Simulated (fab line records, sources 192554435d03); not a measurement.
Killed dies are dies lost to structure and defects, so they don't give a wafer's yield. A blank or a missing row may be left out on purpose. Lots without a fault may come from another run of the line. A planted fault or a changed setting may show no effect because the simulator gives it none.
A struck lot beside a sound one | flow n5_finfet | 17 steps out of a route of 1938
Sound: wafers L724.2, L724.3, L724.5. Struck: wafer L738.2. (L738.3 of the same lot was not struck and is left out.) The cause comes at the end.
At each step with rows: each side's tool, then ch and its chambers, then its first start. Under that, the readings that differ: sound wafers | struck wafers | difference of the means | sigmas: that difference in standard deviations of wafers without a fault.
alike: readings whose means differ by less than 2 such deviations, and words and numbers that are the same on both sides. not compared: withheld readings, readings that some wafer has no value for, bounds like >300 that may hide the same value, and numbers for which the record gives no deviation and whose values overlap.
The two part at a step that has a row with sigmas, a row that says differs or no value, or rows on one side only. Numbers that don't overlap but have no deviation are shown without sigmas and don't part them. A reading that every wafer of one side lacks parts them only if that side has two wafers or more.

N5_FIN_SAQP_HM_DEP_72: deposits SiO2 from SiH4/N2O, target thk 12 nm, time 7.2 s.
  sound on pecvd-02 ch 0,1,2, day 2 20:54; struck on pecvd-02 ch 2, day 6 09:51
  alike: heater_power_outer_w, heater_power_w, showerhead_plenum_p_Torr
then, 8 steps without rows for these wafers: N5_FIN_SAQP_COAT_49 (time 60 s, resist thk 100 nm); N5_FIN_SAQP_COAT_50 (time 60 s, resist thk 35 nm); N5_FIN_SAQP_COAT_10 (resist thk 90 nm); N5_FIN_SAQP_EBR_12; N5_FIN_SAQP_SOFTBAKE_11 (time 60 s); N5_FIN_SAQP_EXPOSE_13 (exposes mask FIN CORE, target cd 35.6 nm); N5_FIN_SAQP_PEB_14 (peb time 60 s); N5_FIN_SAQP_DEVELOP_15 (develop time 30 s).
N5_FIN_SAQP_CD_MEAS_16: target cd 35.6 nm.
  sound on cd_sem-01 ch 0, day 2 21:13; struck on cd_sem-01 ch 0, day 6 10:19
  alike: cd_nm
N5_FIN_SAQP_OVL_MEAS_17:
  sound on overlay-01 ch 0, day 2 21:16; struck on overlay-02 ch 0, day 6 10:20
  alike: FIN_CORE_OVL
N5_FIN_SAQP_INSPECT_18: inspects for defects (brightfield).
  sound on defect_inspect-02, day 2 21:17; struck on defect_inspect-02, day 6 10:22
  reading          | sound       | struck | difference | sigmas
  raw_defect_count | 314 383 546 | 207    | -207       | -2
N5_FIN_SAQP_DESCUM_21: chemistry O2, time 7.9 s.
  sound on rie_diel-02 ch 1,2, day 2 21:38; struck on rie_diel-05 ch 1, day 6 10:40
  reading                                       | sound             | struck | difference | sigmas
  model.CAR-ArF_of_FIN_SAQP_COAT_10.thk_nm (nm) | 83.54 83.39 83.46 | 85.37  | +1.91      |
  alike: drypump_motor_current_A, oes_product_au, rf_vpp_V, showerhead_plenum_p_Torr, temp_c, throttle_valve_pct
  not compared: rf_hours_counter_h
N5_FIN_SAQP_ETCH_51: etches SiARC in CF4, target depth 45.5 nm, time 75.8 s.
  sound on rie_diel-02 ch 1,2, day 2 21:40; struck on rie_diel-05 ch 1, day 6 10:42
  reading                                       | sound             | struck | difference | sigmas
  cf4_flow_sccm (sccm)                          | 100.1 100.0 99.8  | 99.2   | -0.8       | -2
  model.CAR-ArF_of_FIN_SAQP_COAT_10.thk_nm (nm) | 50.89 50.73 50.81 | 52.79  | +1.98      |
  alike: drypump_motor_current_A, etch_rf_on_time_s, oes_product_au, rf_vpp_V, showerhead_plenum_p_Torr, throttle_valve_pct
  not compared: rf_hours_counter_h
N5_FIN_SAQP_ETCH_52: etches SOC in N2/H2, target depth 100 nm, overetch 20 nm, time 150 s.
  sound on rie_diel-02 ch 1,2, day 2 21:44; struck on rie_diel-05 ch 1, day 6 10:46
  alike: drypump_motor_current_A, oes_product_au, rf_vpp_V, showerhead_plenum_p_Torr, temp_c, throttle_valve_pct
  not compared: rf_hours_counter_h
-- the record jumps here: 6 days lie between the struck wafers' starts before and after (it left off in module FIN_SAQP and takes up again in module BEOL_M4, whose first step shown is number 1111 of the route) --
N5_BEOL_M4_RC_MEAS_101:
  sound on prober-02 ch 0, day 9 15:13; struck on prober-02 ch 0, day 12 17:16
  alike: DIBL_N, DIBL_P, IOFF_N, IOFF_P, ION_N, ION_P, SS_N, SS_P, VT_N, VT_P
-- the record jumps here: 5 days lie between the struck wafers' starts before and after (it left off in module BEOL_M4 and takes up again in module PASSIVATION, whose first step shown is number 1936 of the route) --
N5_PASSIVATION_PROBE_49:
  the record has rows for the struck wafers here (prober-01, day 17 09:53) and none for the sound ones

WHERE THEY PART
First at N5_FIN_SAQP_INSPECT_18; last, within this record, at N5_PASSIVATION_PROBE_49.

WHY: what the simulator had put in
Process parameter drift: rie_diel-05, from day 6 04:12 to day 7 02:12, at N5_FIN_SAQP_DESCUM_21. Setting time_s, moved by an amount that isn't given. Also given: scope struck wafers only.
